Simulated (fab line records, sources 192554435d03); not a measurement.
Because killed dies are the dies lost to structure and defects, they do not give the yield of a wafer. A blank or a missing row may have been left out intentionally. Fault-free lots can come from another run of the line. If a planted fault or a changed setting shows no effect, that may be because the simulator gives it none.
Which tool is to blame? / flow n5-finfet / 10 lots, 30 wafers sampled, at 5 steps of a route of 1938

WHAT EACH GAUGE READ, for each wafer
N5_BEOL_M13_INSPECT_55: inspects for defects (darkfield). Usual: raw-defect-count reads 77 (standard deviation 27).
lot=L896; measured=day 10 13:05; on=defect-inspect-01; raw-defect-count=69 55 53; flag=
lot=L897; measured=day 11 06:01; on=defect-inspect-02; raw-defect-count=56 52 122; flag=
lot=L901; measured=day 11 13:46; on=defect-inspect-01; raw-defect-count=62 52 92; flag=
lot=L903; measured=day 12 07:44; on=defect-inspect-01; raw-defect-count=49 58 56; flag=
lot=L904; measured=day 12 21:17; on=defect-inspect-02; raw-defect-count=242 117 84; flag=
lot=L908; measured=day 13 18:55; on=defect-inspect-01; raw-defect-count=107 86 84; flag=
lot=L911; measured=day 15 03:50; on=defect-inspect-02; raw-defect-count=934 892 920; flag=OFF
lot=L914; measured=day 15 12:25; on=defect-inspect-01; raw-defect-count=887 945 911; flag=OFF
lot=L917; measured=day 16 10:30; on=defect-inspect-02; raw-defect-count=70 58 60; flag=
lot=L919; measured=day 16 16:26; on=defect-inspect-01; raw-defect-count=81 86 72; flag=

WHAT TOOL EACH LOT RAN ON (gives the tool, then ch and the chambers of the sampled wafers, and finally the start)
lot=L896; N5_BEOL_M13_TRENCH_ETCH_34=rie-diel-04 ch 0,1, day 10 11:05; N5_BEOL_M13_SPUTTER_45=pvd-sputter-02, day 10 12:03; N5_BEOL_M13_CMP_49=cmp-02 ch 2,3, day 10 12:38; N5_BEOL_M13_PRE_CLEAN_52=pecvd-02 ch 1,2, day 10 12:58
lot=L897; N5_BEOL_M13_TRENCH_ETCH_34=rie-diel-04 ch 1,3, day 11 03:20; N5_BEOL_M13_SPUTTER_45=pvd-sputter-01, day 11 04:31; N5_BEOL_M13_CMP_49=cmp-01 ch 0,2,3, day 11 05:38; N5_BEOL_M13_PRE_CLEAN_52=pecvd-02 ch 0,1,2, day 11 05:54
lot=L901; N5_BEOL_M13_TRENCH_ETCH_34=rie-diel-04 ch 0,1,2, day 11 10:34; N5_BEOL_M13_SPUTTER_45=pvd-sputter-02, day 11 12:44; N5_BEOL_M13_CMP_49=cmp-04 ch 0,2, day 11 13:19; N5_BEOL_M13_PRE_CLEAN_52=pecvd-04 ch 0,2, day 11 13:39
lot=L903; N5_BEOL_M13_TRENCH_ETCH_34=rie-diel-05 ch 1,2, day 12 04:49; N5_BEOL_M13_SPUTTER_45=pvd-sputter-03, day 12 06:42; N5_BEOL_M13_CMP_49=cmp-04 ch 1,2, day 12 07:17; N5_BEOL_M13_PRE_CLEAN_52=pecvd-03 ch 1,2, day 12 07:37
lot=L904; N5_BEOL_M13_TRENCH_ETCH_34=rie-diel-02 ch 0,2, day 12 14:52; N5_BEOL_M13_SPUTTER_45=pvd-sputter-01, day 12 20:16; N5_BEOL_M13_CMP_49=cmp-02 ch 1,3, day 12 20:52; N5_BEOL_M13_PRE_CLEAN_52=pecvd-04 ch 0,1, day 12 21:10
lot=L908; N5_BEOL_M13_TRENCH_ETCH_34=rie-diel-02 ch 0,1, day 13 16:26; N5_BEOL_M13_SPUTTER_45=pvd-sputter-03, day 13 17:53; N5_BEOL_M13_CMP_49=cmp-01 ch 0,2,3, day 13 18:30; N5_BEOL_M13_PRE_CLEAN_52=pecvd-02 ch 0,2, day 13 18:47
lot=L911; N5_BEOL_M13_TRENCH_ETCH_34=rie-diel-02 ch 0,1,2, day 14 23:11; N5_BEOL_M13_SPUTTER_45=pvd-sputter-02, day 15 02:48; N5_BEOL_M13_CMP_49=cmp-01 ch 0,1,2, day 15 03:26; N5_BEOL_M13_PRE_CLEAN_52=pecvd-02 ch 0,2, day 15 03:43
lot=L914; N5_BEOL_M13_TRENCH_ETCH_34=rie-diel-04 ch 0,1, day 15 07:57; N5_BEOL_M13_SPUTTER_45=pvd-sputter-01, day 15 11:01; N5_BEOL_M13_CMP_49=cmp-02 ch 2,3, day 15 12:00; N5_BEOL_M13_PRE_CLEAN_52=pecvd-02 ch 0,1,2, day 15 12:18
lot=L917; N5_BEOL_M13_TRENCH_ETCH_34=rie-diel-04 ch 2,3, day 16 06:16; N5_BEOL_M13_SPUTTER_45=pvd-sputter-01, day 16 09:22; N5_BEOL_M13_CMP_49=cmp-01 ch 1,3, day 16 10:03; N5_BEOL_M13_PRE_CLEAN_52=pecvd-03 ch 0,1, day 16 10:23
lot=L919; N5_BEOL_M13_TRENCH_ETCH_34=rie-diel-02 ch 0,2,3, day 16 12:20; N5_BEOL_M13_SPUTTER_45=pvd-sputter-02, day 16 15:25; N5_BEOL_M13_CMP_49=cmp-02 ch 1,3, day 16 15:59; N5_BEOL_M13_PRE_CLEAN_52=pecvd-04 ch 0,2, day 16 16:19
- N5_BEOL_M13_TRENCH_ETCH_34: etches SiOC in C4F8/O2/Ar, target depth 413.47 nm, time 162.6 s.
- N5_BEOL_M13_SPUTTER_45: material Cu, target thk 80 nm, time 13.33 s.
- N5_BEOL_M13_CMP_49: polishes, stops on SiOC, t overpolish 17.1 s, target thk 420 nm.
- N5_BEOL_M13_PRE_CLEAN_52: time 15 s.

WHAT THE TOOLS THEMSELVES READ (means of the sampled wafers that have a number; where no wafer has one, the mark that the record gives instead)
N5_BEOL_M13_TRENCH_ETCH_34. Usual: drypump-motor-current-A 5.8 A, standard deviation 0.43; he-inner-torr 14.999 Torr, standard deviation 0.026; oes-product-au 0.76 a.u., standard deviation 0.092; rf-vpp-V 665.0 V, standard deviation 2.6; showerhead-plenum-p-Torr 3.40 Torr, standard deviation 0.085; throttle-valve-pct 24.25 %, standard deviation 0.28.
lot=L896; tool=rie-diel-04; drypump-motor-current-A (A)=5.2; he-inner-torr (Torr)=15.012; oes-product-au (a.u.)=0.81; rf-vpp-V (V)=664.8; showerhead-plenum-p-Torr (Torr)=3.41; throttle-valve-pct (%)=24.32; flag=
lot=L897; tool=rie-diel-04; drypump-motor-current-A (A)=5.2; he-inner-torr (Torr)=14.995; oes-product-au (a.u.)=0.89; rf-vpp-V (V)=665.4; showerhead-plenum-p-Torr (Torr)=3.45; throttle-valve-pct (%)=24.08; flag=
lot=L901; tool=rie-diel-04; drypump-motor-current-A (A)=5.5; he-inner-torr (Torr)=14.982; oes-product-au (a.u.)=0.76; rf-vpp-V (V)=664.8; showerhead-plenum-p-Torr (Torr)=3.39; throttle-valve-pct (%)=24.41; flag=
lot=L903; tool=rie-diel-05; drypump-motor-current-A (A)=6.0; he-inner-torr (Torr)=14.959; oes-product-au (a.u.)=0.67; rf-vpp-V (V)=667.8; showerhead-plenum-p-Torr (Torr)=3.50; throttle-valve-pct (%)=24.14; flag=
lot=L904; tool=rie-diel-02; drypump-motor-current-A (A)=6.0; he-inner-torr (Torr)=14.975; oes-product-au (a.u.)=0.71; rf-vpp-V (V)=666.2; showerhead-plenum-p-Torr (Torr)=3.42; throttle-valve-pct (%)=24.36; flag=
lot=L908; tool=rie-diel-02; drypump-motor-current-A (A)=6.0; he-inner-torr (Torr)=14.999; oes-product-au (a.u.)=0.73; rf-vpp-V (V)=662.4; showerhead-plenum-p-Torr (Torr)=3.31; throttle-valve-pct (%)=24.55; flag=
lot=L911; tool=rie-diel-02; drypump-motor-current-A (A)=6.0; he-inner-torr (Torr)=15.014; oes-product-au (a.u.)=0.70; rf-vpp-V (V)=665.3; showerhead-plenum-p-Torr (Torr)=3.38; throttle-valve-pct (%)=24.45; flag=
lot=L914; tool=rie-diel-04; drypump-motor-current-A (A)=5.3; he-inner-torr (Torr)=14.969; oes-product-au (a.u.)=0.73; rf-vpp-V (V)=662.9; showerhead-plenum-p-Torr (Torr)=3.33; throttle-valve-pct (%)=24.37; flag=
lot=L917; tool=rie-diel-04; drypump-motor-current-A (A)=5.9; he-inner-torr (Torr)=15.001; oes-product-au (a.u.)=0.76; rf-vpp-V (V)=663.6; showerhead-plenum-p-Torr (Torr)=3.39; throttle-valve-pct (%)=24.31; flag=
lot=L919; tool=rie-diel-02; drypump-motor-current-A (A)=6.0; he-inner-torr (Torr)=14.993; oes-product-au (a.u.)=0.77; rf-vpp-V (V)=664.8; showerhead-plenum-p-Torr (Torr)=3.40; throttle-valve-pct (%)=24.18; flag=

N5_BEOL_M13_SPUTTER_45. Usual: bias-v 60.0 V, standard deviation 0.54; cathode-dc-power-W 26000 W, standard deviation 4.9; chamber-pressure-pa 0.13003 Pa, standard deviation 0.00027; throttle-valve-pct 30.7 %, standard deviation 0.84.
lot=L896; tool=pvd-sputter-02; bias-v (V)=59.9; cathode-dc-power-W (W)=25999; chamber-pressure-pa (Pa)=0.12997; throttle-valve-pct (%)=30.2; flag=
lot=L897; tool=pvd-sputter-01; bias-v (V)=60.2; cathode-dc-power-W (W)=26000; chamber-pressure-pa (Pa)=0.12976; throttle-valve-pct (%)=30.8; flag=
lot=L901; tool=pvd-sputter-02; bias-v (V)=59.9; cathode-dc-power-W (W)=25999; chamber-pressure-pa (Pa)=0.12990; throttle-valve-pct (%)=30.5; flag=
lot=L903; tool=pvd-sputter-03; bias-v (V)=60.3; cathode-dc-power-W (W)=26003; chamber-pressure-pa (Pa)=0.13011; throttle-valve-pct (%)=30.2; flag=
lot=L904; tool=pvd-sputter-01; bias-v (V)=60.1; cathode-dc-power-W (W)=25999; chamber-pressure-pa (Pa)=0.12985; throttle-valve-pct (%)=30.7; flag=
lot=L908; tool=pvd-sputter-03; bias-v (V)=59.9; cathode-dc-power-W (W)=25998; chamber-pressure-pa (Pa)=0.13017; throttle-valve-pct (%)=29.5; flag=
lot=L911; tool=pvd-sputter-02; bias-v (V)=59.6; cathode-dc-power-W (W)=26000; chamber-pressure-pa (Pa)=0.13005; throttle-valve-pct (%)=29.8; flag=
lot=L914; tool=pvd-sputter-01; bias-v (V)=59.2; cathode-dc-power-W (W)=26008; chamber-pressure-pa (Pa)=0.12969; throttle-valve-pct (%)=31.5; flag=
lot=L917; tool=pvd-sputter-01; bias-v (V)=60.3; cathode-dc-power-W (W)=25999; chamber-pressure-pa (Pa)=0.13018; throttle-valve-pct (%)=30.6; flag=
lot=L919; tool=pvd-sputter-02; bias-v (V)=59.9; cathode-dc-power-W (W)=25991; chamber-pressure-pa (Pa)=0.12999; throttle-valve-pct (%)=30.1; flag=

N5_BEOL_M13_CMP_49. Usual: barrier-field-endpoint-s 30.4 s, standard deviation 0.82; clearing-platen-rpm 50.001 rpm, standard deviation 0.026; head-pressure-psi 1.0000 psi, standard deviation 0.0021; motor-current-A 6.1 A, standard deviation 0.58; overpolish-run-s 17.098 s, standard deviation 0.0087; platen-rpm 50.002 rpm, standard deviation 0.028.
lot=L896; tool=cmp-02; barrier-field-endpoint-s (s)=30.4; clearing-platen-rpm (rpm)=50.026; head-pressure-psi (psi)=0.9997; motor-current-A (A)=6.2; overpolish-run-s (s)=17.101; platen-rpm (rpm)=49.986; flag=
lot=L897; tool=cmp-01; barrier-field-endpoint-s (s)=31.7; clearing-platen-rpm (rpm)=50.011; head-pressure-psi (psi)=0.9998; motor-current-A (A)=6.7; overpolish-run-s (s)=17.087; platen-rpm (rpm)=50.012; flag=
lot=L901; tool=cmp-04; barrier-field-endpoint-s (s)=30.4; clearing-platen-rpm (rpm)=49.988; head-pressure-psi (psi)=1.0009; motor-current-A (A)=5.5; overpolish-run-s (s)=17.096; platen-rpm (rpm)=49.978; flag=
lot=L903; tool=cmp-04; barrier-field-endpoint-s (s)=29.3; clearing-platen-rpm (rpm)=50.005; head-pressure-psi (psi)=1.0014; motor-current-A (A)=6.0; overpolish-run-s (s)=17.105; platen-rpm (rpm)=49.986; flag=
lot=L904; tool=cmp-02; barrier-field-endpoint-s (s)=30.0; clearing-platen-rpm (rpm)=50.006; head-pressure-psi (psi)=1.0013; motor-current-A (A)=6.2; overpolish-run-s (s)=17.104; platen-rpm (rpm)=50.009; flag=
lot=L908; tool=cmp-01; barrier-field-endpoint-s (s)=30.5; clearing-platen-rpm (rpm)=50.024; head-pressure-psi (psi)=0.9996; motor-current-A (A)=6.6; overpolish-run-s (s)=17.092; platen-rpm (rpm)=50.017; flag=
lot=L911; tool=cmp-01; barrier-field-endpoint-s (s)=31.2; clearing-platen-rpm (rpm)=49.999; head-pressure-psi (psi)=0.9998; motor-current-A (A)=5.9; overpolish-run-s (s)=17.098; platen-rpm (rpm)=49.998; flag=
lot=L914; tool=cmp-02; barrier-field-endpoint-s (s)=29.9; clearing-platen-rpm (rpm)=50.003; head-pressure-psi (psi)=0.9987; motor-current-A (A)=6.0; overpolish-run-s (s)=17.103; platen-rpm (rpm)=50.016; flag=
lot=L917; tool=cmp-01; barrier-field-endpoint-s (s)=31.3; clearing-platen-rpm (rpm)=50.018; head-pressure-psi (psi)=0.9985; motor-current-A (A)=5.9; overpolish-run-s (s)=17.097; platen-rpm (rpm)=50.008; flag=
lot=L919; tool=cmp-02; barrier-field-endpoint-s (s)=30.5; clearing-platen-rpm (rpm)=50.005; head-pressure-psi (psi)=0.9991; motor-current-A (A)=6.3; overpolish-run-s (s)=17.109; platen-rpm (rpm)=50.013; flag=

THE ANSWER, worked out from the rows above alone
Rule: a lot counts as off when the mean over its wafers that have a number is more than 3 standard deviations away from the usual mean. A lot without any number at a reading at which 4 lots or more have one is off too. All remaining lots with rows at the step are treated as sound. After the gauges, taken in route order, come the tools' own readings; for these a lot's mean is taken, as printed above. The first step at which some lot is off is used, and at that step the reading that is off furthest; a lot without a number counts as furthest.
Off: L911, L914 (N5_BEOL_M13_INSPECT_55, raw-defect-count).
A tool fits if, at a process step before that reading, it ran every lot that is off, and no sound lot after the first of them. Gauges at N5_BEOL_M13_INSPECT_55: tried the same way as those tools. One fits: pecvd-02 at N5_BEOL_M13_PRE_CLEAN_52. A fault onset in the window from L908 (day 13 18:47, its last sound lot) to L911 (day 15 03:43, its first lot off) fits.

WHAT HAD BEEN PUT IN BY THE SIMULATOR
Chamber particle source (pecvd-02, N5_BEOL_M13_PRE_CLEAN_52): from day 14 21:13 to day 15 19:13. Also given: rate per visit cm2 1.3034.
Struck lots among those shown: L911, L914. Same finding as the rule above.
